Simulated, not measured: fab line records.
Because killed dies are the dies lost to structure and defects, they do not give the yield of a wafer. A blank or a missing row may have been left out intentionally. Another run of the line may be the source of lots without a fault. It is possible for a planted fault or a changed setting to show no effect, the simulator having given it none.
Matching of chambers    flow n5-finfet    N5_BEOL_M0_PRE_CLEAN_131 on cvd-co-02: 3 sister chambers
The step time 15 s. 22 wafers are shown with their chamber, then 11 later ones without.

## WAFERS PAIRED WITH THEIR CHAMBERS
wafer   chamber  heater-power-w (W)
L074.2  1        57
L074.4  0        98
L074.5  2        81
L075.1  2        83
L075.2  0        99
L075.5  2        85
L077.2  0        101
L077.3  1        57
L077.4  1        58
L080.3  2        81
L080.4  1        56
L080.6  2        81
L081.3  0        97
L081.4  0        99
L081.6  1        58
L082.1  0        97
L082.2  2        81
L082.3  1        57
L085.1  0        98
L085.4  1        56
L085.5  0        97
L086.1  0        96

SIGNATURES, as means of the wafers listed above
reading         chamber 0  chamber 1  chamber 2  scatter within a chamber
heater-power-w  98.00      57.00      82.00      1.38
Rule: distance of a wafer from a chamber = root of the sum over the readings of ((wafer's reading minus chamber's mean) / reading's scatter) squared. The wafer belongs to the nearest chamber; if the next one is less than 2 further off, it can't be placed. The scatter is the square root of a quotient: the sum, over the shown wafers, of each reading's squared deviation from its chamber's mean, divided by wafers minus chambers.

## WAFERS MISSING THEIR CHAMBER
wafer   heater-power-w (W)
L086.2  57
L086.6  97
L088.2  56
L088.5  100
L088.6  84
L093.2  84
L093.3  96
L093.5  85
L096.2  95
L096.4  82
L096.6  57

## WHICH CHAMBER EACH ONE RAN IN
wafer   from the rows above  in truth
L086.2  1                    1
L086.6  0                    0
L088.2  1                    1
L088.5  0                    0
L088.6  2                    2
L093.2  2                    2
L093.3  0                    0
L093.5  2                    2
L096.2  0                    0
L096.4  2                    2
L096.6  1                    1
Placed correctly: 11 of 11. Can't be placed from these rows: 0. Wrongly placed: 0.
